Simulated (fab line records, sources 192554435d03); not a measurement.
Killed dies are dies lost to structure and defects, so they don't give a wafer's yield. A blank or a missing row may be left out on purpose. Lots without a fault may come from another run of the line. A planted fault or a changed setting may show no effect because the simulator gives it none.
Which tool did it? | flow n5_finfet | 12 lots, 33 wafers sampled, at 5 steps of a route of 1938

WHAT THE GAUGES READ, wafer by wafer
N5_BEOL_M6_OCD_MEAS_38. Usual: trench_depth_nm 94.6 nm, standard deviation 1.9.
lot  | measured     | on     | trench_depth_nm (nm) | flag
L620 | day 8 06:56  | ocd-02 | 92.4 96.6            |
L621 | day 8 11:04  | ocd-02 | 95.8 95.0 96.0       |
L626 | day 9 19:14  | ocd-02 | 93.6 94.2 97.8       |
L629 | day 10 08:22 | ocd-02 | 96.8 92.9            |
L636 | day 11 22:53 | ocd-01 | 92.6 96.9 96.4       |
L637 | day 12 06:32 | ocd-01 | 94.2 94.0 94.1       |
L638 | day 12 13:04 | ocd-02 | 96.8 91.8 93.1       |
L639 | day 12 21:04 | ocd-02 | 94.4 93.4 95.6       |
L640 | day 13 02:35 | ocd-02 | 92.3 93.4 93.4       |
L641 | day 13 08:35 | ocd-01 | 93.2 92.9            |
L642 | day 13 22:51 | ocd-02 | 93.4 95.7 96.0       |
L643 | day 14 12:08 | ocd-02 | 96.4 92.4 96.4       |

N5_BEOL_M7_THK_MEAS_01. Usual: M7_ILD_THK 155.3 nm, standard deviation 1.9.
lot  | measured     | on            | M7_ILD_THK (nm)   | flag
L620 | day 8 11:02  | film_metro-02 | 153.7 155.2       |
L621 | day 8 15:01  | film_metro-02 | 154.3 156.4 158.5 |
L626 | day 9 23:11  | film_metro-02 | 153.0 197.3 194.2 | OFF
L629 | day 10 11:49 | film_metro-02 | 196.6 154.0       | OFF
L636 | day 12 02:26 | film_metro-01 | 153.6 156.5 154.9 |
L637 | day 12 10:25 | film_metro-01 | 152.1 154.8 155.3 |
L638 | day 12 16:52 | film_metro-02 | 152.1 155.9 156.0 |
L639 | day 13 01:18 | film_metro-02 | 152.7 157.2 153.5 |
L640 | day 13 05:32 | film_metro-02 | 154.2 153.0 155.8 |
L641 | day 13 12:04 | film_metro-01 | 152.7 154.6       |
L642 | day 14 02:26 | film_metro-01 | 155.6 155.4 158.5 |
L643 | day 14 15:39 | film_metro-01 | 151.9 153.6 156.3 |

WHICH TOOL RAN EACH LOT (tool, then ch and the chambers of the sampled wafers, then the start)
lot  | N5_BEOL_M6_CURE_75            | N5_BEOL_M7_ILD_DEP_00           | N5_BEOL_M7_CURE_74
L620 | uv_cure-02 ch 2, day 8 07:14  | pecvd-03 ch 0,2, day 8 10:28    | uv_cure-03 ch 2, day 8 10:37
L621 | uv_cure-02 ch 0, day 8 11:37  | pecvd-04 ch 0,1,2, day 8 14:26  | uv_cure-03 ch 2, day 8 14:40
L626 | uv_cure-03 ch 1, day 9 19:34  | pecvd-04 ch 0,2, day 9 22:01    | uv_cure-02 ch 2, day 9 22:40
L629 | uv_cure-03 ch 2, day 10 08:42 | pecvd-04 ch 0,1, day 10 11:16   | uv_cure-03 ch 2, day 10 11:32
L636 | uv_cure-03 ch 1, day 11 23:11 | pecvd-03 ch 1,2, day 12 01:37   | uv_cure-02 ch 2, day 12 01:55
L637 | uv_cure-02 ch 2, day 12 06:44 | pecvd-02 ch 0,1,2, day 12 09:41 | uv_cure-03 ch 0, day 12 09:55
L638 | uv_cure-03 ch 0, day 12 13:18 | pecvd-03 ch 1,2, day 12 16:17   | uv_cure-03 ch 1, day 12 16:26
L639 | uv_cure-03 ch 0, day 12 21:16 | pecvd-04 ch 1,2, day 13 00:44   | uv_cure-03 ch 2, day 13 00:47
L640 | uv_cure-01 ch 1, day 13 02:50 | pecvd-04 ch 0,1, day 13 04:58   | uv_cure-01 ch 2, day 13 05:07
L641 | uv_cure-01 ch 2, day 13 08:50 | pecvd-02 ch 0,2, day 13 11:28   | uv_cure-02 ch 1, day 13 11:38
L642 | uv_cure-03 ch 0, day 13 23:05 | pecvd-04 ch 1,2, day 14 01:52   | uv_cure-02 ch 0, day 14 02:00
L643 | uv_cure-03 ch 2, day 14 12:23 | pecvd-03 ch 0,1, day 14 15:04   | uv_cure-02 ch 1, day 14 15:13
- N5_BEOL_M6_CURE_75: cures SiCOH lowk, time 120 s.
- N5_BEOL_M7_ILD_DEP_00: deposits SiCOH lowk from DEMS/porogen, target thk 179.75 nm, time 33.4 s.
- N5_BEOL_M7_CURE_74: cures SiCOH lowk, time 240 s.

WHAT THE TOOLS THEMSELVES READ (means of the sampled wafers that have a number; where no wafer has one, the mark that the record gives instead)
N5_BEOL_M6_CURE_75. Usual: lamp_power_pct 52.31 %, standard deviation 0.05; wafer_temp_C_max 371.9, standard deviation 0.85.
lot  | tool       | lamp_power_pct (%) | wafer_temp_C_max | flag
L620 | uv_cure-02 | 52.22              | 371.3            |
L621 | uv_cure-02 | 52.38              | 371.7            |
L626 | uv_cure-03 | 52.34              | 372.9            |
L629 | uv_cure-03 | 52.28              | 373.0            |
L636 | uv_cure-03 | 52.30              | 372.3            |
L637 | uv_cure-02 | 52.30              | 371.3            |
L638 | uv_cure-03 | 52.31              | 371.3            |
L639 | uv_cure-03 | 52.30              | 371.6            |
L640 | uv_cure-01 | 52.32              | 371.1            |
L641 | uv_cure-01 | 52.34              | 372.4            |
L642 | uv_cure-03 | 52.31              | 371.4            |
L643 | uv_cure-03 | 52.36              | 372.9            |

N5_BEOL_M7_ILD_DEP_00. Usual: heater_power_w 327 W, standard deviation 48; showerhead_plenum_p_Torr 5.730 Torr, standard deviation 0.015; throttle_valve_pct 14.1 %, standard deviation 1.
lot  | tool     | heater_power_w (W) | showerhead_plenum_p_Torr (Torr) | throttle_valve_pct (%) | flag
L620 | pecvd-03 | 328                | 5.733                           | 13.9                   |
L621 | pecvd-04 | 314                | 5.726                           | 14.2                   |
L626 | pecvd-04 | 285                | 5.717                           | 13.6                   |
L629 | pecvd-04 | 335                | 5.735                           | 15.0                   |
L636 | pecvd-03 | 291                | 5.725                           | 13.9                   |
L637 | pecvd-02 | 312                | 5.743                           | 13.8                   |
L638 | pecvd-03 | 363                | 5.726                           | 14.1                   |
L639 | pecvd-04 | 325                | 5.736                           | 13.9                   |
L640 | pecvd-04 | 312                | 5.728                           | 15.4                   |
L641 | pecvd-02 | 294                | 5.734                           | 13.2                   |
L642 | pecvd-04 | 337                | 5.737                           | 14.0                   |
L643 | pecvd-03 | 361                | 5.732                           | 14.5                   |

N5_BEOL_M7_CURE_74. Usual: lamp_power_pct 52.31 %, standard deviation 0.053; wafer_temp_C_max 387.0, standard deviation 0.92.
lot  | tool       | lamp_power_pct (%) | wafer_temp_C_max | flag
L620 | uv_cure-03 | 52.37              | 388.5            |
L621 | uv_cure-03 | 52.33              | 387.9            |
L626 | uv_cure-02 | 52.24              | 386.5            |
L629 | uv_cure-03 | 52.38              | 388.0            |
L636 | uv_cure-02 | 52.34              | 386.8            |
L637 | uv_cure-03 | 52.35              | 386.3            |
L638 | uv_cure-03 | 52.30              | 387.6            |
L639 | uv_cure-03 | 52.23              | 388.3            |
L640 | uv_cure-01 | 52.32              | 387.6            |
L641 | uv_cure-02 | 52.32              | 385.8            |
L642 | uv_cure-02 | 52.34              | 386.0            |
L643 | uv_cure-02 | 52.37              | 385.9            |

THE ANSWER, worked out from the rows above alone
Rule: a lot is off if the mean of its wafers that have a number lies more than 3 standard deviations from the usual mean. A lot without any number at a reading at which 4 lots or more have one is off too. The other lots that the step has rows for count as sound. The gauges are gone through in route order, then the tools' own readings, and for those a lot's mean is taken as printed above. The first step at which some lot is off is used, and at that step the reading that is off furthest; a lot without a number counts as furthest.
Off: L626, L629, at N5_BEOL_M7_THK_MEAS_01 (M7_ILD_THK).
A tool fits if, at a process step before that reading, it ran every lot that is off, and no sound lot after the first of them. The gauges at N5_BEOL_M7_THK_MEAS_01 are tried like those tools. None of those tried fits.

WHAT THE SIMULATOR HAD PUT IN
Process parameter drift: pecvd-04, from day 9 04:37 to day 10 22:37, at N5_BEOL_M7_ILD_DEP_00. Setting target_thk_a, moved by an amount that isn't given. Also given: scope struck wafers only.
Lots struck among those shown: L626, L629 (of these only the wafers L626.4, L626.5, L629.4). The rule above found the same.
